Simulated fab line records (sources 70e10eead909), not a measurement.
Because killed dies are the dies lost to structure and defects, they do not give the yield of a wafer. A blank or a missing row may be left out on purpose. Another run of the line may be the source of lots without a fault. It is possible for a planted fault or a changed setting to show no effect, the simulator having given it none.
Check for tools in common / flow nand-harc / Sampled: 6 lots, 18 wafers

## REASON FOR OPENING
On 2 of the 6 lots, a flag is raised at NHARC_END_SORT_01 on the reading killed-at-array. Fault-free wafers read 53, with a standard deviation of 18.
Rule: a lot is flagged in two cases, either no wafer of it has a number, or all its wafers with numbers fall more than 4 standard deviations from that mean. The other lots count as sound.

lot=L136; measured=day 26 00:02; on=prober-02; killed-at-array, wafer by wafer=59 65 62; flag=
lot=L137; measured=day 26 07:50; on=prober-01; killed-at-array, wafer by wafer=40 69 39; flag=
lot=L138; measured=day 26 18:13; on=prober-02; killed-at-array, wafer by wafer=40 46 41; flag=
lot=L143; measured=day 28 19:38; on=prober-02; killed-at-array, wafer by wafer=671 673 675; flag=FLAGGED
lot=L145; measured=day 28 22:02; on=prober-01; killed-at-array, wafer by wafer=673 673 674; flag=FLAGGED
lot=L153; measured=day 33 02:47; on=prober-01; killed-at-array, wafer by wafer=50 65 60; flag=
Average over the flagged lots: 673; offset from the usual +620, equal to +34 standard deviations.

## WHICH TOOL EACH LOT WENT THROUGH
4 process steps preceding the reading are held in the record, out of 1302 steps in the route. In each cell: the tool, then ch and the chambers that the sampled wafers went through, then the start.
lot=L136; flag=; NHARC_A_CONTACT_DESCUM_74=rie-diel-12 ch 0,1,3, day 22 15:04; NHARC_A_CONTACT_ETCH_124=har-cap-etch-01 ch 0, day 22 16:38; NHARC_A_CONTACT_ETCH_125=har-cap-etch-01 ch 0, day 22 16:50; NHARC_A_CONTACT_ETCH_126=har-cap-etch-01 ch 0, day 22 17:01
lot=L137; flag=; NHARC_A_CONTACT_DESCUM_74=rie-diel-12 ch 0,1, day 23 13:13; NHARC_A_CONTACT_ETCH_124=har-cap-etch-03 ch 0,1, day 23 14:45; NHARC_A_CONTACT_ETCH_125=har-cap-etch-03 ch 0,1, day 23 14:57; NHARC_A_CONTACT_ETCH_126=har-cap-etch-03 ch 0,1, day 23 15:08
lot=L138; flag=; NHARC_A_CONTACT_DESCUM_74=rie-diel-12 ch 0,2,3, day 24 04:43; NHARC_A_CONTACT_ETCH_124=har-cap-etch-03 ch 0,1, day 24 06:15; NHARC_A_CONTACT_ETCH_125=har-cap-etch-03 ch 0,1, day 24 06:27; NHARC_A_CONTACT_ETCH_126=har-cap-etch-03 ch 0,1, day 24 06:38
lot=L143; flag=FLAGGED; NHARC_A_CONTACT_DESCUM_74=rie-diel-12 ch 0,1,2, day 26 09:18; NHARC_A_CONTACT_ETCH_124=har-cap-etch-03 ch 0,1, day 26 10:50; NHARC_A_CONTACT_ETCH_125=har-cap-etch-03 ch 0,1, day 26 11:02; NHARC_A_CONTACT_ETCH_126=har-cap-etch-03 ch 0,1, day 26 11:12
lot=L145; flag=FLAGGED; NHARC_A_CONTACT_DESCUM_74=rie-diel-10 ch 2,3, day 26 10:37; NHARC_A_CONTACT_ETCH_124=har-cap-etch-02 ch 0,1, day 26 12:15; NHARC_A_CONTACT_ETCH_125=har-cap-etch-02 ch 0,1, day 26 12:26; NHARC_A_CONTACT_ETCH_126=har-cap-etch-02 ch 0,1, day 26 12:37
lot=L153; flag=; NHARC_A_CONTACT_DESCUM_74=rie-diel-13 ch 0,2,3, day 30 13:57; NHARC_A_CONTACT_ETCH_124=har-cap-etch-01 ch 0,1, day 30 15:32; NHARC_A_CONTACT_ETCH_125=har-cap-etch-01 ch 0,1, day 30 15:43; NHARC_A_CONTACT_ETCH_126=har-cap-etch-01 ch 0,1, day 30 15:54
What is done by these steps:
- NHARC_A_CONTACT_DESCUM_74: chemistry O2, time 3 s.
- NHARC_A_CONTACT_ETCH_124: etches the open film in C4F8/O2/Ar, time 140 s, target depth 700 nm.
- NHARC_A_CONTACT_ETCH_125: etches the open film in C4F8/O2/Ar, time 197 s, target depth 1918 nm.
- NHARC_A_CONTACT_ETCH_126: etches the open film in C4F8/O2/Ar, time 197 s, target depth 1918 nm.
- NHARC_END_SORT_01

## FLAGGED OVER TOTAL, TOOL BY TOOL (the gauges that took the reading come last)
step=NHARC_A_CONTACT_DESCUM_74; tool=rie-diel-10; lots run=1; flagged=1; share of the flagged lots=some; sound lots run after its first flagged lot=0
step=NHARC_A_CONTACT_DESCUM_74; tool=rie-diel-12; lots run=4; flagged=1; share of the flagged lots=some; sound lots run after its first flagged lot=0
step=NHARC_A_CONTACT_DESCUM_74; tool=rie-diel-13; lots run=1; flagged=0; share of the flagged lots=none; sound lots run after its first flagged lot=-
step=NHARC_A_CONTACT_ETCH_124; tool=har-cap-etch-01; lots run=2; flagged=0; share of the flagged lots=none; sound lots run after its first flagged lot=-
step=NHARC_A_CONTACT_ETCH_124; tool=har-cap-etch-02; lots run=1; flagged=1; share of the flagged lots=some; sound lots run after its first flagged lot=0
step=NHARC_A_CONTACT_ETCH_124; tool=har-cap-etch-03; lots run=3; flagged=1; share of the flagged lots=some; sound lots run after its first flagged lot=0
step=NHARC_A_CONTACT_ETCH_125; tool=har-cap-etch-01; lots run=2; flagged=0; share of the flagged lots=none; sound lots run after its first flagged lot=-
step=NHARC_A_CONTACT_ETCH_125; tool=har-cap-etch-02; lots run=1; flagged=1; share of the flagged lots=some; sound lots run after its first flagged lot=0
step=NHARC_A_CONTACT_ETCH_125; tool=har-cap-etch-03; lots run=3; flagged=1; share of the flagged lots=some; sound lots run after its first flagged lot=0
step=NHARC_A_CONTACT_ETCH_126; tool=har-cap-etch-01; lots run=2; flagged=0; share of the flagged lots=none; sound lots run after its first flagged lot=-
step=NHARC_A_CONTACT_ETCH_126; tool=har-cap-etch-02; lots run=1; flagged=1; share of the flagged lots=some; sound lots run after its first flagged lot=0
step=NHARC_A_CONTACT_ETCH_126; tool=har-cap-etch-03; lots run=3; flagged=1; share of the flagged lots=some; sound lots run after its first flagged lot=0
step=NHARC_END_SORT_01; tool=prober-01; lots run=3; flagged=1; share of the flagged lots=some; sound lots run after its first flagged lot=1 (L153)
step=NHARC_END_SORT_01; tool=prober-02; lots run=3; flagged=1; share of the flagged lots=some; sound lots run after its first flagged lot=0

## WHAT THE TABLE PERMITS
No row of the table ran every flagged lot.

## WHAT THE SIMULATOR HAD PUT IN
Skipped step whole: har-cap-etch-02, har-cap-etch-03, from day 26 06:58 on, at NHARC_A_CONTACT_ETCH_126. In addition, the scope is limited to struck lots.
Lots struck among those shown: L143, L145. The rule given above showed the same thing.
